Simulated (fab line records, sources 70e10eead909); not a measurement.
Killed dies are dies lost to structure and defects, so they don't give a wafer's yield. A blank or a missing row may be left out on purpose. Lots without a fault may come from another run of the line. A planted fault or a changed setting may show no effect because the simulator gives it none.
Which tool did it? | flow nand_harc | 24 lots, 72 wafers sampled, at 6 steps of a route of 1302

WHAT THE GAUGES READ, wafer by wafer
NHARC_A_M1_OVL_MEAS_10: pitch 240 nm. Usual: overlay_x_nm -0.1 nm, standard deviation 0.77; overlay_y_nm 0.0 nm, standard deviation 0.89.
lot  | measured     | on         | overlay_x_nm (nm) | overlay_y_nm (nm) | flag
L076 | day 23 04:03 | overlay-01 | 1.4 1.8 1.6       | -2.0 -1.3 -1.6    |
L075 | day 23 10:04 | overlay-01 | -0.1 0.0 -0.3     | -0.2 0.2 0.3      |
L074 | day 23 11:32 | overlay-02 | -0.6 -0.9 -0.4    | 0.3 0.3 0.5       |
L077 | day 24 04:16 | overlay-02 | -0.4 -0.1 -0.6    | -0.2 -0.4 -0.7    |
L078 | day 24 05:02 | overlay-02 | -0.5 0.0 -0.4     | 0.7 0.6 0.2       |
L080 | day 24 15:58 | overlay-02 | 0.3 0.8 0.6       | 1.0 1.3 1.2       |
L079 | day 24 17:30 | overlay-01 | -1.0 -1.0 -0.8    | -0.2 -0.6 -0.6    |
L081 | day 25 11:48 | overlay-01 | 0.2 0.7 0.8       | 0.2 0.8 0.7       |
L084 | day 26 11:28 | overlay-01 | -2.2 -0.8 -1.8    | 0.3 0.5 -0.3      |
L082 | day 26 12:02 | overlay-01 | -0.8 -0.6 -1.3    | 1.6 1.1 1.3       |
L083 | day 26 16:01 | overlay-02 | 0.8 0.4 1.0       | -0.2 -1.1 -0.5    |
L085 | day 27 13:49 | overlay-02 | -0.4 0.2 -0.2     | 0.1 -0.6 0.2      |
L086 | day 27 16:42 | overlay-01 | 0.0 -1.0 -0.9     | -0.7 -0.9 -1.2    |
L087 | day 27 18:58 | overlay-02 | 0.9 0.9 0.9       | 0.8 0.3 0.8       |
L088 | day 28 11:27 | overlay-01 | -0.9 -0.5 -0.1    | -1.2 -0.6 -1.3    |
L089 | day 28 12:42 | overlay-02 | 0.7 1.0 0.9       | -1.1 -1.9 -1.0    |
L090 | day 30 01:22 | overlay-02 | -1.3 -1.7 -1.4    | 0.4 0.3 -0.2      |
L091 | day 30 12:29 | overlay-01 | 0.5 0.3 0.3       | -0.2 -0.9 -0.3    |
L093 | day 30 15:52 | overlay-02 | 0.4 0.0 0.4       | -0.5 -0.7 -0.3    |
L094 | day 30 16:36 | overlay-02 | -0.4 -0.5 -0.3    | 1.3 0.5 1.1       |
L092 | day 30 22:47 | overlay-01 | 0.1 -0.9 -0.6     | 0.4 -0.1 -0.1     |
L095 | day 31 15:32 | overlay-01 | 0.4 -0.2 0.8      | 0.5 0.5 1.1       |
L096 | day 31 21:14 | overlay-02 | -0.5 -0.8 -0.6    | 1.2 1.5 1.8       |
L097 | day 31 22:13 | overlay-02 | -0.5 -0.6 -0.6    | -0.4 0.0 -0.9     |

NHARC_A_BONDPAD_CD_MEAS_09: target cd 500 nm. Usual: cd_nm 500.2 nm, standard deviation 1.8.
lot  | measured     | on        | cd_nm (nm)        | flag
L076 | day 23 08:52 | cd_sem-03 | 498.9 500.7 502.9 |
L075 | day 23 14:38 | cd_sem-01 | 499.5 498.6 499.5 |
L074 | day 23 16:08 | cd_sem-03 | 501.7 501.0 499.8 |
L077 | day 24 09:20 | cd_sem-01 | 503.4 498.8 500.8 |
L078 | day 24 09:37 | cd_sem-03 | 496.5 497.0 498.2 |
L080 | day 24 20:35 | cd_sem-03 | 503.4 501.5 499.0 |
L079 | day 24 21:58 | cd_sem-02 | 500.5 502.2 501.0 |
L081 | day 25 16:28 | cd_sem-03 | 500.4 501.6 503.3 |
L084 | day 26 16:09 | cd_sem-01 | 501.2 501.5 496.9 |
L082 | day 26 16:41 | cd_sem-03 | 501.2 500.7 503.3 |
L083 | day 26 21:02 | cd_sem-01 | 499.7 503.1 500.2 |
L085 | day 27 18:26 | cd_sem-01 | 499.3 498.2 498.0 |
L086 | day 27 21:18 | cd_sem-03 | 498.4 498.4 497.9 |
L087 | day 27 23:30 | cd_sem-03 | 502.9 496.5 500.3 |
L088 | day 28 16:09 | cd_sem-03 | 500.5 500.4 503.4 |
L089 | day 28 17:22 | cd_sem-01 | 499.4 499.0 502.8 |
L090 | day 30 05:57 | cd_sem-01 | 504.5 498.0 500.6 |
L091 | day 30 16:58 | cd_sem-03 | 498.0 500.0 498.9 |
L093 | day 30 20:20 | cd_sem-02 | 498.5 498.0 501.6 |
L094 | day 30 21:21 | cd_sem-02 | 499.2 499.2 497.1 |
L092 | day 31 03:23 | cd_sem-02 | 500.5 501.1 501.6 |
L095 | day 31 20:16 | cd_sem-03 | 501.9 497.5 499.5 |
L096 | day 32 01:51 | cd_sem-01 | 499.6 501.5 498.5 |
L097 | day 32 03:18 | cd_sem-03 | 500.9 499.6 499.7 |

NHARC_HYBRID_BOND_INSPECT_06: inspects for defects (ir void). Usual: raw_defect_count 84, standard deviation 40.
lot  | measured     | on                | raw_defect_count | flag
L076 | day 23 21:22 | defect_inspect-02 | 29 25 25         |
L075 | day 24 02:55 | defect_inspect-01 | 167 180 169      |
L074 | day 24 02:55 | defect_inspect-02 | 60 51 46         |
L077 | day 24 22:34 | defect_inspect-02 | 117 107 102      |
L078 | day 24 22:34 | defect_inspect-01 | 29 19 26         |
L080 | day 25 10:58 | defect_inspect-02 | 105 122 113      |
L079 | day 25 10:57 | defect_inspect-01 | 66 70 76         |
L081 | day 26 04:43 | defect_inspect-01 | 45 39 39         |
L084 | day 27 07:55 | defect_inspect-01 | 142 132 120      |
L082 | day 27 07:55 | defect_inspect-02 | 40 34 22         |
L083 | day 27 07:56 | defect_inspect-01 | 39 53 46         |
L085 | day 28 06:44 | defect_inspect-02 | 154 135 166      |
L086 | day 28 06:44 | defect_inspect-01 | 93 102 96        |
L087 | day 28 11:50 | defect_inspect-02 | 87 94 77         |
L088 | day 29 05:26 | defect_inspect-02 | 77 88 69         |
L089 | day 29 05:26 | defect_inspect-01 | 50 57 60         |
L090 | day 30 18:16 | defect_inspect-01 | 114 123 134      |
L091 | day 31 05:15 | defect_inspect-01 | 86 103 95        |
L093 | day 31 08:25 | defect_inspect-01 | 105 114 118      |
L094 | day 31 08:25 | defect_inspect-02 | 79 85 84         |
L092 | day 31 15:51 | defect_inspect-02 | 123 125 93       |
L095 | day 32 10:16 | defect_inspect-01 | 89 81 78         |
L096 | day 32 15:56 | defect_inspect-01 | 100 95 111       |
L097 | day 32 15:57 | defect_inspect-01 | 40 42 55         |

NHARC_THIN_TSV_THK_MEAS_02: measures by ir. Usual: thk_nm 2965 nm, standard deviation 230.
lot  | measured     | on            | thk_nm (nm)    | flag
L076 | day 23 23:01 | film_metro-02 | 2972 3117 3026 |
L075 | day 24 06:50 | film_metro-02 | 3093 3239 3165 |
L074 | day 24 05:38 | film_metro-02 | 3040 3319 3241 |
L077 | day 25 00:11 | film_metro-02 | 3151 3222 2791 |
L078 | day 25 01:22 | film_metro-02 | 2839 3158 3136 |
L080 | day 25 12:36 | film_metro-02 | 3068 3149 3244 |
L079 | day 25 13:47 | film_metro-02 | 3112 3041 3335 |
L081 | day 26 06:22 | film_metro-02 | 2788 2694 2902 |
L084 | day 27 09:34 | film_metro-02 | 3230 3123 2858 |
L082 | day 27 10:45 | film_metro-02 | 2725 2848 3087 |
L083 | day 27 11:57 | film_metro-01 | 2974 2932 3312 |
L085 | day 28 08:20 | film_metro-02 | 3153 3095 2715 |
L086 | day 28 09:34 | film_metro-01 | 3033 2962 3090 |
L087 | day 28 13:29 | film_metro-02 | 2659 2613 2576 |
L088 | day 29 07:04 | film_metro-01 | 2883 2823 2791 |
L089 | day 29 08:14 | film_metro-02 | 2800 2797 2703 |
L090 | day 30 19:55 | film_metro-01 | 3207 2986 3141 |
L091 | day 31 07:41 | film_metro-02 | 2891 2863 3086 |
L093 | day 31 11:15 | film_metro-02 | 2408 2651 2680 |
L094 | day 31 10:02 | film_metro-01 | 3165 3417 3482 |
L092 | day 32 01:30 | film_metro-02 | 2955 2930 2743 |
L095 | day 32 11:53 | film_metro-02 | 2726 3318 2802 |
L096 | day 32 17:33 | film_metro-02 | 3143 2823 2923 |
L097 | day 32 18:45 | film_metro-02 | 3292 3198 3349 |

WHICH TOOL RAN EACH LOT (tool, then ch and the chambers of the sampled wafers, then the start)
lot  | NHARC_A_BONDPAD_ETCH_12                       | NHARC_A_BONDPAD_CMP_19
L076 | rie_diel-13 ch 0,1,3, day 23 11:08 or earlier | cmp-02 ch 0,3, day 23 11:08
L075 | rie_diel-13 ch 2,3, day 23 16:53 or earlier   | cmp-01 ch 0,2, day 23 16:53
L074 | rie_diel-13 ch 1,2,3, day 23 18:23 or earlier | cmp-01 ch 0,1,2, day 23 18:23
L077 | rie_diel-11 ch 1,2,3, day 24 11:37 or earlier | cmp-04 ch 1,2,3, day 24 11:37
L078 | rie_diel-09 ch 0,2,3, day 24 11:58 or earlier | cmp-02 ch 0,1,3, day 24 11:58
L080 | rie_diel-13 ch 1,2, day 24 22:55 or earlier   | cmp-01 ch 0,2, day 24 22:55
L079 | rie_diel-13 ch 1,3, day 25 00:12 or earlier   | cmp-04 ch 0,3, day 25 00:12
L081 | rie_diel-13 ch 0,2, day 25 18:47 or earlier   | cmp-01 ch 0,1,3, day 25 18:47
L084 | rie_diel-13 ch 1,2,3, day 26 18:32 or earlier | cmp-01 ch 0,1,3, day 26 18:32
L082 | rie_diel-09 ch 1,2,3, day 26 18:59 or earlier | cmp-04 ch 1,2,3, day 26 18:59
L083 | rie_diel-13 ch 0,1,2, day 26 23:16 or earlier | cmp-02 ch 1,2, day 26 23:16
L085 | rie_diel-13 ch 0,1,3, day 27 20:44 or earlier | cmp-02 ch 0,2,3, day 27 20:44
L086 | rie_diel-13 ch 0,1,2, day 27 23:34 or earlier | cmp-01 ch 0,3, day 27 23:34
L087 | rie_diel-13 ch 0,2,3, day 28 01:46 or earlier | cmp-04 ch 0,1,2, day 28 01:46
L088 | rie_diel-11 ch 2,3, day 28 18:28 or earlier   | cmp-02 ch 0,3, day 28 18:28
L089 | rie_diel-13 ch 0,1,3, day 28 19:39 or earlier | cmp-02 ch 0,1,2, day 28 19:39
L090 | rie_diel-11 ch 0,2,3, day 30 08:14 or earlier | cmp-04 ch 1,2,3, day 30 08:14
L091 | rie_diel-13 ch 0,1, day 30 19:14 or earlier   | cmp-02 ch 1,2,3, day 30 19:14
L093 | rie_diel-13 ch 0,1,2, day 30 22:35 or earlier | cmp-04 ch 1,2, day 30 22:35
L094 | rie_diel-13 ch 0,1, day 30 23:39 or earlier   | cmp-01 ch 0,2,3, day 30 23:39
L092 | rie_diel-13 ch 0,2,3, day 31 05:41 or earlier | cmp-04 ch 0,2,3, day 31 05:41
L095 | rie_diel-13 ch 1,3, day 31 22:35 or earlier   | cmp-04 ch 1,3, day 31 22:35
L096 | rie_diel-11 ch 0,3, day 32 04:10 or earlier   | cmp-02 ch 1,2,3, day 32 04:10
L097 | rie_diel-09 ch 0,1,3, day 32 05:32 or earlier | cmp-02 ch 1,2,3, day 32 05:32
- NHARC_A_BONDPAD_ETCH_12: etches the open film in CHF3/O2, target depth 220 nm, time 110 s.
- NHARC_A_BONDPAD_CMP_19: polishes, t overpolish 30 s, cu recess touch 16 s, target thk 169.82 nm.

WHAT THE TOOLS THEMSELVES READ (means of the sampled wafers that have a number; where no wafer has one, the mark that the record gives instead)
NHARC_A_BONDPAD_ETCH_12. Usual: chamber_pressure_mTorr 24.997 mTorr, standard deviation 0.023; drypump_motor_current_A 5.6 A, standard deviation 0.55; oes_product_au 0.953 a.u., standard deviation 0.026; rf_vpp_V 372.5 V, standard deviation 1.7; showerhead_plenum_p_Torr 2.49 Torr, standard deviation 0.067; throttle_valve_pct 20.573 %, standard deviation 0.0086.
lot  | tool        | chamber_pressure_mTorr (mTorr) | drypump_motor_current_A (A) | oes_product_au (a.u.) | rf_vpp_V (V) | showerhead_plenum_p_Torr (Torr) | throttle_valve_pct (%) | flag
L076 | rie_diel-13 | 25.008                         | 5.6                         | 0.971                 | 372.4        | 2.47                            | 20.570                 |
L075 | rie_diel-13 | 25.012                         | 5.9                         | 0.969                 | 373.6        | 2.51                            | 20.579                 |
L074 | rie_diel-13 | 24.987                         | 5.6                         | 0.964                 | 372.7        | 2.52                            | 20.571                 |
L077 | rie_diel-11 | 24.983                         | 5.7                         | 0.918                 | 374.2        | 2.55                            | 20.570                 |
L078 | rie_diel-09 | 25.000                         | 5.3                         | 0.917                 | 372.7        | 2.50                            | 20.575                 |
L080 | rie_diel-13 | 24.981                         | 5.3                         | 0.973                 | 373.9        | 2.52                            | 20.570                 |
L079 | rie_diel-13 | 24.994                         | 5.9                         | 0.971                 | 373.7        | 2.51                            | 20.572                 |
L081 | rie_diel-13 | 24.989                         | 5.6                         | 0.924                 | 372.4        | 2.48                            | 20.566                 |
L084 | rie_diel-13 | 25.014                         | 5.6                         | 0.943                 | 373.6        | 2.52                            | 20.567                 |
L082 | rie_diel-09 | 24.994                         | 5.3                         | 0.913                 | 370.7        | 2.44                            | 20.571                 |
L083 | rie_diel-13 | 24.989                         | 5.3                         | 0.978                 | 372.2        | 2.48                            | 20.571                 |
L085 | rie_diel-13 | 25.006                         | 5.6                         | 0.970                 | 371.7        | 2.47                            | 20.576                 |
L086 | rie_diel-13 | 24.998                         | 5.3                         | 0.982                 | 372.6        | 2.48                            | 20.583                 |
L087 | rie_diel-13 | 24.975                         | 5.9                         | 0.974                 | 372.6        | 2.47                            | 20.565                 |
L088 | rie_diel-11 | 25.007                         | 5.7                         | 0.927                 | 373.4        | 2.51                            | 20.582                 |
L089 | rie_diel-13 | 25.014                         | 5.6                         | 0.927                 | 372.5        | 2.47                            | 20.566                 |
L090 | rie_diel-11 | 24.997                         | 5.6                         | 0.935                 | 373.1        | 2.50                            | 20.570                 |
L091 | rie_diel-13 | 24.998                         | 5.3                         | 0.981                 | 372.4        | 2.44                            | 20.573                 |
L093 | rie_diel-13 | 25.004                         | 5.3                         | 0.970                 | 373.6        | 2.48                            | 20.574                 |
L094 | rie_diel-13 | 25.000                         | 5.3                         | 0.989                 | 371.1        | 2.44                            | 20.566                 |
L092 | rie_diel-13 | 24.994                         | 5.9                         | 0.977                 | 372.0        | 2.47                            | 20.573                 |
L095 | rie_diel-13 | 24.994                         | 5.4                         | 0.963                 | 373.8        | 2.52                            | 20.573                 |
L096 | rie_diel-11 | 25.006                         | 5.6                         | 0.942                 | 373.5        | 2.54                            | 20.577                 |
L097 | rie_diel-09 | 24.986                         | 5.7                         | 0.927                 | 370.6        | 2.40                            | 20.571                 |

NHARC_A_BONDPAD_CMP_19. Usual: motor_current_A 11.6 A, standard deviation 1.1; overpolish_run_s 30.000 s, standard deviation 0.0084; retaining_ring_pressure_frac 1.000, standard deviation 0.0051.
lot  | tool   | motor_current_A (A) | overpolish_run_s (s) | retaining_ring_pressure_frac | flag
L076 | cmp-02 | 12.5                | 29.999               | 1.002                        |
L075 | cmp-01 | 10.7                | 29.994               | 1.007                        |
L074 | cmp-01 | 10.3                | 29.998               | 0.999                        |
L077 | cmp-04 | 11.6                | 30.005               | 1.004                        |
L078 | cmp-02 | 12.3                | 30.009               | 1.000                        |
L080 | cmp-01 | 10.0                | 29.999               | 0.999                        |
L079 | cmp-04 | 11.2                | 30.002               | 0.989                        |
L081 | cmp-01 | 10.4                | 30.006               | 0.994                        |
L084 | cmp-01 | 10.1                | 30.006               | 0.999                        |
L082 | cmp-04 | 11.8                | 29.999               | 1.000                        |
L083 | cmp-02 | 12.8                | 30.000               | 0.998                        |
L085 | cmp-02 | 12.6                | 30.004               | 1.001                        |
L086 | cmp-01 | 9.6                 | 30.002               | 1.006                        |
L087 | cmp-04 | 12.7                | 29.999               | 1.004                        |
L088 | cmp-02 | 12.4                | 30.001               | 1.003                        |
L089 | cmp-02 | 12.5                | 29.998               | 0.999                        |
L090 | cmp-04 | 11.8                | 30.008               | 1.000                        |
L091 | cmp-02 | 12.9                | 29.989               | 1.002                        |
L093 | cmp-04 | 12.2                | 30.001               | 0.998                        |
L094 | cmp-01 | 10.5                | 30.001               | 1.001                        |
L092 | cmp-04 | 11.9                | 29.996               | 0.999                        |
L095 | cmp-04 | 11.2                | 29.999               | 0.999                        |
L096 | cmp-02 | 12.6                | 29.998               | 1.002                        |
L097 | cmp-02 | 12.6                | 30.000               | 0.999                        |

THE ANSWER, worked out from the rows above alone
Rule: a lot is off if the mean of its wafers that have a number lies more than 3 standard deviations from the usual mean. A lot without any number at a reading at which 4 lots or more have one is off too. The other lots that the step has rows for count as sound. The gauges are gone through in route order, then the tools' own readings, and for those a lot's mean is taken as printed above. The first step at which some lot is off is used, and at that step the reading that is off furthest; a lot without a number counts as furthest.
No lot is off at any reading shown: from this, nothing can be told.

WHAT THE SIMULATOR HAD PUT IN
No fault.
